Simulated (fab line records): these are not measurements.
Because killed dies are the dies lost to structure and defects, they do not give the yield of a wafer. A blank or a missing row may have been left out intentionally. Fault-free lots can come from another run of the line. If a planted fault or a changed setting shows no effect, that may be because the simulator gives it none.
Which of the tools did it? | flow nand-harc | 24 lots, 72 wafers sampled, at 6 steps of a route of 1159

## WHAT THE GAUGES SHOWED, per wafer
Not one reading of a measure or inspect step in the record can be checked against a usual standard deviation.

## WHICH TOOL RAN EACH LOT (tool, then ch and the chambers of the sampled wafers, then the start)
lot  | NHARC_A_STAIRCASE_TRIM_18                     | NHARC_A_STAIRCASE_ETCH_21                     | NHARC_A_STAIRCASE_ETCH_194                    | NHARC_A_STAIRCASE_TRIM_202                    | NHARC_A_STAIRCASE_TRIM_226                    | NHARC_A_STAIRCASE_DEP_259
L074 | rie-diel-07 ch 2,3, day 11 14:19 or earlier   | rie-diel-07 ch 0,1,2, day 11 14:19 or earlier | rie-diel-07 ch 2,3, day 11 14:19 or earlier   | rie-diel-07 ch 2,3, day 11 14:19 or earlier   | rie-diel-07 ch 2,3, day 11 14:19 or earlier   | pecvd-01 ch 1,2, day 11 14:19
L076 | rie-diel-07 ch 0,3, day 11 23:09 or earlier   | rie-diel-12 ch 1,2,3, day 11 23:09 or earlier | rie-diel-11 ch 1,3, day 11 23:09 or earlier   | rie-diel-12 ch 2,3, day 11 23:09 or earlier   | rie-diel-07 ch 0,1,3, day 11 23:09 or earlier | pecvd-01 ch 0,2, day 11 23:09
L075 | rie-diel-07 ch 0,2,3, day 11 23:12 or earlier | rie-diel-11 ch 2,3, day 11 23:12 or earlier   | rie-diel-07 ch 2,3, day 11 23:12 or earlier   | rie-diel-11 ch 0,1,3, day 11 23:12 or earlier | rie-diel-11 ch 2,3, day 11 23:12 or earlier   | pecvd-02 ch 1,2, day 11 23:12
L078 | rie-diel-12 ch 1,2, day 12 10:45 or earlier   | rie-diel-12 ch 0,1, day 12 10:45 or earlier   | rie-diel-07 ch 1,2,3, day 12 10:45 or earlier | rie-diel-12 ch 0,1,3, day 12 10:45 or earlier | rie-diel-07 ch 0,2, day 12 10:45 or earlier   | pecvd-03 ch 1,2, day 12 10:45
L077 | rie-diel-07 ch 1,2, day 12 08:34 or earlier   | rie-diel-07 ch 1,2, day 12 08:34 or earlier   | rie-diel-07 ch 0,1,3, day 12 08:34 or earlier | rie-diel-11 ch 0,3, day 12 08:34 or earlier   | rie-diel-07 ch 2,3, day 12 08:34 or earlier   | pecvd-02 ch 1,2, day 12 08:34
L079 | rie-diel-12 ch 0,1,3, day 12 14:10 or earlier | rie-diel-12 ch 1,2,3, day 12 14:10 or earlier | rie-diel-12 ch 0,1,2, day 12 14:10 or earlier | rie-diel-11 ch 0,2,3, day 12 14:10 or earlier | rie-diel-12 ch 0,1,3, day 12 14:10 or earlier | pecvd-01 ch 0,2, day 12 14:10
L082 | rie-diel-12 ch 0,1,3, day 13 08:44 or earlier | rie-diel-11 ch 1,2,3, day 13 08:44 or earlier | rie-diel-07 ch 0,1,2, day 13 08:44 or earlier | rie-diel-12 ch 0,1, day 13 08:44 or earlier   | rie-diel-07 ch 1,2, day 13 08:44 or earlier   | pecvd-01 ch 0,1, day 13 08:44
L080 | rie-diel-12 ch 0,1, day 13 12:22 or earlier   | rie-diel-12 ch 0,1, day 13 12:22 or earlier   | rie-diel-07 ch 0,1, day 13 12:22 or earlier   | rie-diel-07 ch 1,2,3, day 13 12:22 or earlier | rie-diel-11 ch 0,1,3, day 13 12:22 or earlier | pecvd-01 ch 0,2, day 13 12:22
L081 | rie-diel-12 ch 1,2, day 13 22:57 or earlier   | rie-diel-11 ch 0,1, day 13 22:57 or earlier   | rie-diel-11 ch 0,1, day 13 22:57 or earlier   | rie-diel-07 ch 0,2,3, day 13 22:57 or earlier | rie-diel-11 ch 1,2, day 13 22:57 or earlier   | pecvd-02 ch 0,1,2, day 13 22:57
L083 | rie-diel-07 ch 0,2,3, day 13 21:04 or earlier | rie-diel-11 ch 0,2, day 13 21:04 or earlier   | rie-diel-12 ch 2,3, day 13 21:04 or earlier   | rie-diel-12 ch 1,2,3, day 13 21:04 or earlier | rie-diel-12 ch 1,2,3, day 13 21:04 or earlier | pecvd-03 ch 0,2, day 13 21:04
L084 | rie-diel-11 ch 0,3, day 14 08:21 or earlier   | rie-diel-11 ch 2,3, day 14 08:21 or earlier   | rie-diel-12 ch 0,2, day 14 08:21 or earlier   | rie-diel-12 ch 0,3, day 14 08:21 or earlier   | rie-diel-07 ch 1,2, day 14 08:21 or earlier   | pecvd-01 ch 0,1,2, day 14 08:21
L086 | rie-diel-12 ch 0,1,2, day 14 16:59 or earlier | rie-diel-12 ch 0,1,2, day 14 16:59 or earlier | rie-diel-11 ch 0,2,3, day 14 16:59 or earlier | rie-diel-12 ch 1,2,3, day 14 16:59 or earlier | rie-diel-12 ch 0,1,3, day 14 16:59 or earlier | pecvd-02 ch 0,2, day 14 16:59
L087 | rie-diel-07 ch 0,2,3, day 14 17:52 or earlier | rie-diel-07 ch 1,2, day 14 17:52 or earlier   | rie-diel-11 ch 1,2, day 14 17:52 or earlier   | rie-diel-07 ch 1,2,3, day 14 17:52 or earlier | rie-diel-12 ch 0,1,3, day 14 17:52 or earlier | pecvd-03 ch 1,2, day 14 17:52
L085 | rie-diel-12 ch 0,1,3, day 14 19:08 or earlier | rie-diel-12 ch 2,3, day 14 19:08 or earlier   | rie-diel-12 ch 0,1,2, day 14 19:08 or earlier | rie-diel-12 ch 0,2,3, day 14 19:08 or earlier | rie-diel-07 ch 0,1,2, day 14 19:08 or earlier | pecvd-01 ch 1,2, day 14 19:08
L088 | rie-diel-07 ch 2,3, day 15 03:17 or earlier   | rie-diel-11 ch 0,1, day 15 03:17 or earlier   | rie-diel-07 ch 0,2, day 15 03:17 or earlier   | rie-diel-11 ch 0,2, day 15 03:17 or earlier   | rie-diel-12 ch 0,1, day 15 03:17 or earlier   | pecvd-01 ch 0,2, day 15 03:17
L089 | rie-diel-07 ch 2,3, day 15 02:52 or earlier   | rie-diel-12 ch 0,1,2, day 15 02:52 or earlier | rie-diel-12 ch 0,2,3, day 15 02:52 or earlier | rie-diel-12 ch 1,2,3, day 15 02:52 or earlier | rie-diel-11 ch 1,2, day 15 02:52 or earlier   | pecvd-01 ch 0,1, day 15 02:52
L090 | rie-diel-07 ch 0,2,3, day 15 09:42 or earlier | rie-diel-07 ch 1,2,3, day 15 09:42 or earlier | rie-diel-11 ch 1,3, day 15 09:42 or earlier   | rie-diel-12 ch 0,1,2, day 15 09:42 or earlier | rie-diel-07 ch 2,3, day 15 09:42 or earlier   | pecvd-03 ch 1,2, day 15 09:42
L091 | rie-diel-07 ch 0,2, day 15 17:11 or earlier   | rie-diel-11 ch 0,3, day 15 17:11 or earlier   | rie-diel-11 ch 0,1,2, day 15 17:11 or earlier | rie-diel-07 ch 1,2, day 15 17:11 or earlier   | rie-diel-11 ch 0,1, day 15 17:11 or earlier   | pecvd-02 ch 1,2, day 15 17:11
L094 | rie-diel-12 ch 2,3, day 16 00:07 or earlier   | rie-diel-11 ch 0,1,2, day 16 00:07 or earlier | rie-diel-12 ch 2,3, day 16 00:07 or earlier   | rie-diel-11 ch 0,1, day 16 00:07 or earlier   | rie-diel-11 ch 1,3, day 16 00:07 or earlier   | pecvd-02 ch 1,2, day 16 00:07
L092 | rie-diel-07 ch 0,1,2, day 16 13:11 or earlier | rie-diel-12 ch 0,1,3, day 16 13:11 or earlier | rie-diel-11 ch 2,3, day 16 13:11 or earlier   | rie-diel-07 ch 0,2, day 16 13:11 or earlier   | rie-diel-12 ch 0,1, day 16 13:11 or earlier   | pecvd-01 ch 0,1,2, day 16 13:11
L095 | rie-diel-12 ch 0,1,3, day 16 13:32 or earlier | rie-diel-07 ch 0,2,3, day 16 13:32 or earlier | rie-diel-07 ch 0,1,2, day 16 13:32 or earlier | rie-diel-07 ch 0,1,3, day 16 13:32 or earlier | rie-diel-12 ch 0,1,2, day 16 13:32 or earlier | pecvd-02 ch 0,1,2, day 16 13:32
L093 | rie-diel-11 ch 2,3, day 16 17:16 or earlier   | rie-diel-12 ch 0,3, day 16 17:16 or earlier   | rie-diel-12 ch 0,3, day 16 17:16 or earlier   | rie-diel-07 ch 0,1,2, day 16 17:16 or earlier | rie-diel-12 ch 0,2,3, day 16 17:16 or earlier | pecvd-01 ch 0,1,2, day 16 17:16
L096 | rie-diel-07 ch 0,1,3, day 17 02:34 or earlier | rie-diel-12 ch 0,1,3, day 17 02:34 or earlier | rie-diel-12 ch 2,3, day 17 02:34 or earlier   | rie-diel-07 ch 0,1,2, day 17 02:34 or earlier | rie-diel-11 ch 0,2,3, day 17 02:34 or earlier | pecvd-03 ch 1,2, day 17 02:34
L097 | rie-diel-07 ch 0,2, day 17 23:23 or earlier   | rie-diel-11 ch 1,3, day 17 23:23 or earlier   | rie-diel-11 ch 0,2,3, day 17 23:23 or earlier | rie-diel-07 ch 0,1,2, day 17 23:23 or earlier | rie-diel-07 ch 1,2, day 17 23:23 or earlier   | pecvd-01 ch 0,1, day 17 23:23
- NHARC_A_STAIRCASE_TRIM_18: chemistry O2, time 211.2 s.
- NHARC_A_STAIRCASE_ETCH_21: etches the open film in C4F8/O2, target depth 100 nm, time 40.5 s.
- NHARC_A_STAIRCASE_ETCH_194: etches the open film in C4F8/O2, target depth 100 nm, time 40.5 s.
- NHARC_A_STAIRCASE_TRIM_202: chemistry O2, time 211.2 s.
- NHARC_A_STAIRCASE_TRIM_226: chemistry O2, time 211.2 s.
- NHARC_A_STAIRCASE_DEP_259: deposits SiON, target thk 30 nm.

## WHAT THE TOOLS THEMSELVES READ (means of the sampled wafers that have a number; where no wafer has one, the mark that the record gives instead)
NHARC_A_STAIRCASE_TRIM_18. Usual: drypump-motor-current-A 5.9 A, standard deviation 0.53; oes-product-au 1.003 a.u., standard deviation 0.009; rf-vpp-V 57.9 V, standard deviation 0.84; showerhead-plenum-p-Torr 3.59 Torr, standard deviation 0.13; throttle-valve-pct 17.038 %, standard deviation 0.0085.
lot  | tool        | drypump-motor-current-A (A) | oes-product-au (a.u.) | rf-vpp-V (V) | showerhead-plenum-p-Torr (Torr) | throttle-valve-pct (%) | flag
L074 | rie-diel-07 | 5.7                         | 1.008                 | 59.0         | 3.75                            | 17.042                 |
L076 | rie-diel-07 | 6.3                         | 0.994                 | 57.7         | 3.54                            | 17.039                 |
L075 | rie-diel-07 | 6.1                         | 1.009                 | 57.4         | 3.63                            | 17.031                 |
L078 | rie-diel-12 | 6.1                         | 1.003                 | 58.1         | 3.69                            | 17.043                 |
L077 | rie-diel-07 | 5.6                         | 1.006                 | 57.9         | 3.61                            | 17.034                 |
L079 | rie-diel-12 | 5.9                         | 1.008                 | 58.1         | 3.58                            | 17.040                 |
L082 | rie-diel-12 | 5.9                         | 1.004                 | 59.1         | 3.58                            | 17.033                 |
L080 | rie-diel-12 | 5.9                         | 1.013                 | 57.6         | 3.59                            | 17.032                 |
L081 | rie-diel-12 | 6.1                         | 0.990                 | 58.5         | 3.68                            | 17.031                 |
L083 | rie-diel-07 | 6.1                         | 0.999                 | 57.0         | 3.62                            | 17.035                 |
L084 | rie-diel-11 | 6.3                         | 1.005                 | 58.6         | 3.60                            | 17.044                 |
L086 | rie-diel-12 | 5.9                         | 0.998                 | 57.5         | 3.61                            | 17.034                 |
L087 | rie-diel-07 | 6.1                         | 0.997                 | 57.8         | 3.61                            | 17.046                 |
L085 | rie-diel-12 | 5.9                         | 1.008                 | 57.8         | 3.58                            | 17.040                 |
L088 | rie-diel-07 | 5.7                         | 0.993                 | 57.8         | 3.73                            | 17.042                 |
L089 | rie-diel-07 | 5.8                         | 1.003                 | 58.1         | 3.71                            | 17.034                 |
L090 | rie-diel-07 | 6.1                         | 1.001                 | 57.4         | 3.61                            | 17.040                 |
L091 | rie-diel-07 | 6.2                         | 0.999                 | 57.3         | 3.59                            | 17.034                 |
L094 | rie-diel-12 | 6.2                         | 0.998                 | 58.0         | 3.66                            | 17.042                 |
L092 | rie-diel-07 | 5.8                         | 1.006                 | 57.7         | 3.50                            | 17.038                 |
L095 | rie-diel-12 | 5.9                         | 1.007                 | 57.6         | 3.57                            | 17.045                 |
L093 | rie-diel-11 | 6.2                         | 1.009                 | 57.8         | 3.49                            | 17.032                 |
L096 | rie-diel-07 | 5.7                         | 1.008                 | 57.8         | 3.52                            | 17.038                 |
L097 | rie-diel-07 | 6.4                         | 1.009                 | 57.9         | 3.48                            | 17.041                 |

NHARC_A_STAIRCASE_ETCH_21. Usual: oes-product-au 0.946 a.u., standard deviation 0.016; rf-vpp-V 898 V, standard deviation 4.7.
lot  | tool        | oes-product-au (a.u.) | rf-vpp-V (V) | flag
L074 | rie-diel-07 | 0.946                 | 895          |
L076 | rie-diel-12 | 0.971                 | 901          |
L075 | rie-diel-11 | 0.944                 | 894          |
L078 | rie-diel-12 | 0.963                 | 897          |
L077 | rie-diel-07 | 0.949                 | 899          |
L079 | rie-diel-12 | 0.950                 | 900          |
L082 | rie-diel-11 | 0.970                 | 896          |
L080 | rie-diel-12 | 0.951                 | 898          |
L081 | rie-diel-11 | 0.953                 | 899          |
L083 | rie-diel-11 | 0.944                 | 894          |
L084 | rie-diel-11 | 0.955                 | 894          |
L086 | rie-diel-12 | 0.942                 | 899          |
L087 | rie-diel-07 | 0.952                 | 898          |
L085 | rie-diel-12 | 0.939                 | 900          |
L088 | rie-diel-11 | 0.959                 | 899          |
L089 | rie-diel-12 | 0.923                 | 898          |
L090 | rie-diel-07 | 0.936                 | 900          |
L091 | rie-diel-11 | 0.931                 | 899          |
L094 | rie-diel-11 | 0.933                 | 895          |
L092 | rie-diel-12 | 0.935                 | 898          |
L095 | rie-diel-07 | 0.957                 | 900          |
L093 | rie-diel-12 | 0.939                 | 895          |
L096 | rie-diel-12 | 0.931                 | 897          |
L097 | rie-diel-11 | 0.973                 | 900          |

NHARC_A_STAIRCASE_ETCH_194. Usual: oes-product-au 0.945 a.u., standard deviation 0.01; rf-vpp-V 897 V, standard deviation 4.8.
lot  | tool        | oes-product-au (a.u.) | rf-vpp-V (V) | flag
L074 | rie-diel-07 | 0.961                 | 902          |
L076 | rie-diel-11 | 0.937                 | 901          |
L075 | rie-diel-07 | 0.955                 | 902          |
L078 | rie-diel-07 | 0.948                 | 899          |
L077 | rie-diel-07 | 0.948                 | 896          |
L079 | rie-diel-12 | 0.951                 | 899          |
L082 | rie-diel-07 | 0.942                 | 897          |
L080 | rie-diel-07 | 0.951                 | 892          |
L081 | rie-diel-11 | 0.949                 | 900          |
L083 | rie-diel-12 | 0.937                 | 901          |
L084 | rie-diel-12 | 0.945                 | 897          |
L086 | rie-diel-11 | 0.956                 | 895          |
L087 | rie-diel-11 | 0.941                 | 896          |
L085 | rie-diel-12 | 0.946                 | 899          |
L088 | rie-diel-07 | 0.934                 | 895          |
L089 | rie-diel-12 | 0.939                 | 899          |
L090 | rie-diel-11 | 0.947                 | 900          |
L091 | rie-diel-11 | 0.948                 | 896          |
L094 | rie-diel-12 | 0.941                 | 900          |
L092 | rie-diel-11 | 0.950                 | 890          |
L095 | rie-diel-07 | 0.940                 | 894          |
L093 | rie-diel-12 | 0.938                 | 895          |
L096 | rie-diel-12 | 0.942                 | 900          |
L097 | rie-diel-11 | 0.956                 | 900          |

NHARC_A_STAIRCASE_TRIM_202. Usual: drypump-motor-current-A 5.8 A, standard deviation 0.51; oes-product-au 1.003 a.u., standard deviation 0.0094; rf-vpp-V 57.9 V, standard deviation 0.79; showerhead-plenum-p-Torr 3.57 Torr, standard deviation 0.13; throttle-valve-pct 17.037 %, standard deviation 0.0084.
lot  | tool        | drypump-motor-current-A (A) | oes-product-au (a.u.) | rf-vpp-V (V) | showerhead-plenum-p-Torr (Torr) | throttle-valve-pct (%) | flag
L074 | rie-diel-07 | 5.7                         | 1.012                 | 58.3         | 3.75                            | 17.044                 |
L076 | rie-diel-12 | 6.1                         | 0.997                 | 58.7         | 3.66                            | 17.034                 |
L075 | rie-diel-11 | 6.0                         | 1.005                 | 58.0         | 3.63                            | 17.038                 |
L078 | rie-diel-12 | 5.9                         | 1.014                 | 57.9         | 3.58                            | 17.033                 |
L077 | rie-diel-11 | 6.3                         | 0.998                 | 58.1         | 3.61                            | 17.044                 |
L079 | rie-diel-11 | 6.0                         | 1.010                 | 57.4         | 3.50                            | 17.046                 |
L082 | rie-diel-12 | 5.8                         | 1.010                 | 58.5         | 3.59                            | 17.031                 |
L080 | rie-diel-07 | 5.4                         | 0.999                 | 57.0         | 3.63                            | 17.037                 |
L081 | rie-diel-07 | 6.1                         | 0.998                 | 57.9         | 3.62                            | 17.032                 |
L083 | rie-diel-12 | 6.0                         | 1.004                 | 58.5         | 3.65                            | 17.028                 |
L084 | rie-diel-12 | 5.9                         | 1.003                 | 58.3         | 3.58                            | 17.046                 |
L086 | rie-diel-12 | 6.0                         | 0.997                 | 58.0         | 3.65                            | 17.038                 |
L087 | rie-diel-07 | 5.4                         | 1.001                 | 56.5         | 3.62                            | 17.033                 |
L085 | rie-diel-12 | 6.0                         | 1.004                 | 57.6         | 3.60                            | 17.042                 |
L088 | rie-diel-11 | 5.6                         | 1.010                 | 57.6         | 3.37                            | 17.037                 |
L089 | rie-diel-12 | 6.0                         | 1.005                 | 58.3         | 3.64                            | 17.037                 |
L090 | rie-diel-12 | 5.9                         | 1.002                 | 57.6         | 3.60                            | 17.034                 |
L091 | rie-diel-07 | 5.1                         | 1.003                 | 57.8         | 3.51                            | 17.032                 |
L094 | rie-diel-11 | 5.7                         | 0.997                 | 58.0         | 3.60                            | 17.049                 |
L092 | rie-diel-07 | 6.5                         | 1.002                 | 57.7         | 3.49                            | 17.048                 |
L095 | rie-diel-07 | 5.7                         | 0.999                 | 58.0         | 3.52                            | 17.034                 |
L093 | rie-diel-07 | 5.8                         | 1.008                 | 57.7         | 3.49                            | 17.034                 |
L096 | rie-diel-07 | 5.8                         | 1.006                 | 57.4         | 3.49                            | 17.036                 |
L097 | rie-diel-07 | 5.8                         | 1.003                 | 58.0         | 3.49                            | 17.032                 |

NHARC_A_STAIRCASE_TRIM_226. Usual: drypump-motor-current-A 5.8 A, standard deviation 0.51; oes-product-au 1.003 a.u., standard deviation 0.0098; rf-vpp-V 57.8 V, standard deviation 0.83; showerhead-plenum-p-Torr 3.57 Torr, standard deviation 0.14; throttle-valve-pct 17.036 %, standard deviation 0.0088.
lot  | tool        | drypump-motor-current-A (A) | oes-product-au (a.u.) | rf-vpp-V (V) | showerhead-plenum-p-Torr (Torr) | throttle-valve-pct (%) | flag
L074 | rie-diel-07 | 5.9                         | 1.017                 | 58.3         | 3.72                            | 17.040                 |
L076 | rie-diel-07 | 5.6                         | 1.001                 | 57.5         | 3.54                            | 17.041                 |
L075 | rie-diel-11 | 6.2                         | 1.014                 | 58.0         | 3.51                            | 17.029                 |
L078 | rie-diel-07 | 6.2                         | 0.997                 | 57.4         | 3.60                            | 17.033                 |
L077 | rie-diel-07 | 5.8                         | 1.014                 | 57.6         | 3.72                            | 17.038                 |
L079 | rie-diel-12 | 5.9                         | 1.004                 | 58.2         | 3.58                            | 17.030                 |
L082 | rie-diel-07 | 5.6                         | 1.015                 | 58.9         | 3.60                            | 17.037                 |
L080 | rie-diel-11 | 6.0                         | 1.000                 | 57.5         | 3.62                            | 17.030                 |
L081 | rie-diel-11 | 5.5                         | 0.998                 | 58.3         | 3.55                            | 17.034                 |
L083 | rie-diel-12 | 6.0                         | 0.993                 | 57.3         | 3.65                            | 17.032                 |
L084 | rie-diel-07 | 5.2                         | 1.005                 | 57.5         | 3.51                            | 17.033                 |
L086 | rie-diel-12 | 5.9                         | 1.010                 | 58.2         | 3.58                            | 17.044                 |
L087 | rie-diel-12 | 5.9                         | 1.002                 | 57.5         | 3.57                            | 17.037                 |
L085 | rie-diel-07 | 5.8                         | 0.990                 | 57.2         | 3.50                            | 17.034                 |
L088 | rie-diel-12 | 5.8                         | 1.006                 | 57.5         | 3.58                            | 17.029                 |
L089 | rie-diel-11 | 5.5                         | 0.995                 | 58.2         | 3.54                            | 17.050                 |
L090 | rie-diel-07 | 5.7                         | 0.994                 | 58.6         | 3.73                            | 17.034                 |
L091 | rie-diel-11 | 5.7                         | 0.998                 | 58.0         | 3.60                            | 17.037                 |
L094 | rie-diel-11 | 6.2                         | 1.003                 | 58.2         | 3.62                            | 17.023                 |
L092 | rie-diel-12 | 5.9                         | 1.011                 | 58.0         | 3.57                            | 17.032                 |
L095 | rie-diel-12 | 6.0                         | 1.001                 | 56.8         | 3.60                            | 17.037                 |
L093 | rie-diel-12 | 6.0                         | 1.008                 | 57.3         | 3.59                            | 17.034                 |
L096 | rie-diel-11 | 6.0                         | 1.016                 | 58.1         | 3.65                            | 17.030                 |
L097 | rie-diel-07 | 5.2                         | 1.002                 | 56.3         | 3.49                            | 17.039                 |

NHARC_A_STAIRCASE_DEP_259. Usual: chamber-pressure-Torr 3.499 Torr, standard deviation 0.0081; heater-power-outer-w 479 W, standard deviation 52; heater-power-w 787 W, standard deviation 76.
lot  | tool     | chamber-pressure-Torr (Torr) | heater-power-outer-w (W) | heater-power-w (W) | flag
L074 | pecvd-01 | 3.497                        | 512                      | 816                |
L076 | pecvd-01 | 3.502                        | 470                      | 796                |
L075 | pecvd-02 | 3.495                        | 497                      | 751                |
L078 | pecvd-03 | 3.499                        | 470                      | 818                |
L077 | pecvd-02 | 3.499                        | 423                      | 660                |
L079 | pecvd-01 | 3.508                        | 471                      | 801                |
L082 | pecvd-01 | 3.497                        | 488                      | 772                |
L080 | pecvd-01 | 3.500                        | 530                      | 875                |
L081 | pecvd-02 | 3.496                        | 482                      | 748                |
L083 | pecvd-03 | 3.507                        | 493                      | 842                |
L084 | pecvd-01 | 3.499                        | 510                      | 839                |
L086 | pecvd-02 | 3.500                        | 448                      | 742                |
L087 | pecvd-03 | 3.507                        | 474                      | 817                |
L085 | pecvd-01 | 3.506                        | 518                      | 806                |
L088 | pecvd-01 | 3.498                        | 500                      | 855                |
L089 | pecvd-01 | 3.496                        | 489                      | 801                |
L090 | pecvd-03 | 3.498                        | 452                      | 794                |
L091 | pecvd-02 | 3.494                        | 475                      | 735                |
L094 | pecvd-02 | 3.508                        | 462                      | 723                |
L092 | pecvd-01 | 3.498                        | 487                      | 798                |
L095 | pecvd-02 | 3.498                        | 478                      | 764                |
L093 | pecvd-01 | 3.498                        | 480                      | 789                |
L096 | pecvd-03 | 3.499                        | 414                      | 744                |
L097 | pecvd-01 | 3.499                        | 485                      | 782                |

## THE ANSWER, worked out from the rows above alone
Rule: lot off if the mean of its wafers having a number is beyond 3 standard deviations from the usual mean. A lot without any number at a reading at which 4 lots or more have one is off too. All remaining lots with rows at the step are treated as sound. After the gauges, taken in route order, come the tools' own readings; for these a lot's mean is taken, as printed above. The first step at which some lot is off is used, and at that step the reading that is off furthest; a lot without a number counts as furthest.
None of the lots is off at any reading shown; this tells nothing.

## WHAT THE SIMULATOR HAD PUT IN
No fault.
